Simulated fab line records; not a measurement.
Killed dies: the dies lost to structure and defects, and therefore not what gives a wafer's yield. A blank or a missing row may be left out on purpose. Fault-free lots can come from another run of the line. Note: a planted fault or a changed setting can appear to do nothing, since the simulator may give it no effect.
Matching of chambers || flow n5Finfet || N5_SDB_ETCH_17 on rieDiel-03: 4 sister chambers
The step etches SiARC in CF4, target depth 23.4 nm, time 39 s. 14 wafers are shown with their chamber, then 7 later ones without.

## WAFERS PAIRED WITH THEIR CHAMBERS
{"wafer": "L074.2", "chamber": 1, "showerheadPlenumPTorr (Torr)": 2.22, "throttleValvePct (%)": 15.51, "etchRfOnTimeS (s)": 38.4}
{"wafer": "L074.3", "chamber": 0, "showerheadPlenumPTorr (Torr)": 2.11, "throttleValvePct (%)": 15.50, "etchRfOnTimeS (s)": 39.9}
{"wafer": "L074.6", "chamber": 3, "showerheadPlenumPTorr (Torr)": 2.13, "throttleValvePct (%)": 15.88, "etchRfOnTimeS (s)": 38.9}
{"wafer": "L083.3", "chamber": 3, "showerheadPlenumPTorr (Torr)": 2.12, "throttleValvePct (%)": 15.91, "etchRfOnTimeS (s)": 39.3}
{"wafer": "L083.5", "chamber": 1, "showerheadPlenumPTorr (Torr)": 2.21, "throttleValvePct (%)": 15.53, "etchRfOnTimeS (s)": 38.7}
{"wafer": "L083.6", "chamber": 0, "showerheadPlenumPTorr (Torr)": 2.11, "throttleValvePct (%)": 15.54, "etchRfOnTimeS (s)": 40.3}
{"wafer": "L085.3", "chamber": 1, "showerheadPlenumPTorr (Torr)": 2.21, "throttleValvePct (%)": 15.55, "etchRfOnTimeS (s)": 39.1}
{"wafer": "L085.4", "chamber": 2, "showerheadPlenumPTorr (Torr)": 2.04, "throttleValvePct (%)": 15.52, "etchRfOnTimeS (s)": 38.8}
{"wafer": "L085.6", "chamber": 0, "showerheadPlenumPTorr (Torr)": 2.11, "throttleValvePct (%)": 15.54, "etchRfOnTimeS (s)": 40.3}
{"wafer": "L087.2", "chamber": 0, "showerheadPlenumPTorr (Torr)": 2.11, "throttleValvePct (%)": 15.55, "etchRfOnTimeS (s)": 40.0}
{"wafer": "L087.4", "chamber": 2, "showerheadPlenumPTorr (Torr)": 2.04, "throttleValvePct (%)": 15.51, "etchRfOnTimeS (s)": 39.1}
{"wafer": "L087.5", "chamber": 0, "showerheadPlenumPTorr (Torr)": 2.11, "throttleValvePct (%)": 15.55, "etchRfOnTimeS (s)": 40.2}
{"wafer": "L090.3", "chamber": 1, "showerheadPlenumPTorr (Torr)": 2.21, "throttleValvePct (%)": 15.57, "etchRfOnTimeS (s)": 38.9}
{"wafer": "L090.5", "chamber": 3, "showerheadPlenumPTorr (Torr)": 2.12, "throttleValvePct (%)": 15.94, "etchRfOnTimeS (s)": 39.2}

SIGNATURES (averages over the wafers above)
{"reading": "showerheadPlenumPTorr", "chamber 0": 2.1100, "chamber 1": 2.2125, "chamber 2": 2.0400, "chamber 3": 2.1233, "scatter within a chamber": 0.00376}
{"reading": "throttleValvePct", "chamber 0": 15.5360, "chamber 1": 15.5400, "chamber 2": 15.5150, "chamber 3": 15.9100, "scatter within a chamber": 0.0236}
{"reading": "etchRfOnTimeS", "chamber 0": 40.140, "chamber 1": 38.775, "chamber 2": 38.950, "chamber 3": 39.133, "scatter within a chamber": 0.23}
Rule: a wafer's distance from a chamber is the root of the sum, over the readings, of the square of ((its reading less the chamber's mean) divided by the reading's scatter). The wafer belongs to the nearest chamber; if the next one is less than 2 further off, it can't be placed. The scatter is the square root of a quotient: the sum, over the shown wafers, of each reading's squared deviation from its chamber's mean, divided by wafers minus chambers.

## WAFERS MISSING THEIR CHAMBER
{"wafer": "L090.6", "showerheadPlenumPTorr (Torr)": 2.04, "throttleValvePct (%)": 15.53, "etchRfOnTimeS (s)": 38.6}
{"wafer": "L095.2", "showerheadPlenumPTorr (Torr)": 2.11, "throttleValvePct (%)": 15.96, "etchRfOnTimeS (s)": 39.2}
{"wafer": "L095.4", "showerheadPlenumPTorr (Torr)": 2.11, "throttleValvePct (%)": 15.96, "etchRfOnTimeS (s)": 39.3}
{"wafer": "L095.6", "showerheadPlenumPTorr (Torr)": 2.20, "throttleValvePct (%)": 15.60, "etchRfOnTimeS (s)": 38.4}
{"wafer": "L096.1", "showerheadPlenumPTorr (Torr)": 2.11, "throttleValvePct (%)": 15.95, "etchRfOnTimeS (s)": 39.3}
{"wafer": "L096.5", "showerheadPlenumPTorr (Torr)": 2.11, "throttleValvePct (%)": 15.98, "etchRfOnTimeS (s)": 39.2}
{"wafer": "L096.6", "showerheadPlenumPTorr (Torr)": 2.03, "throttleValvePct (%)": 15.57, "etchRfOnTimeS (s)": 38.6}

## EACH ONE'S CHAMBER
{"wafer": "L090.6", "from the rows above": 2, "in truth": 2}
{"wafer": "L095.2", "from the rows above": 3, "in truth": 3}
{"wafer": "L095.4", "from the rows above": 3, "in truth": 3}
{"wafer": "L095.6", "from the rows above": 1, "in truth": 1}
{"wafer": "L096.1", "from the rows above": 3, "in truth": 3}
{"wafer": "L096.5", "from the rows above": 3, "in truth": 3}
{"wafer": "L096.6", "from the rows above": 2, "in truth": 2}
Placed correctly: 7 of 7. From these rows, 0 cannot be placed. Number placed wrongly: 0.
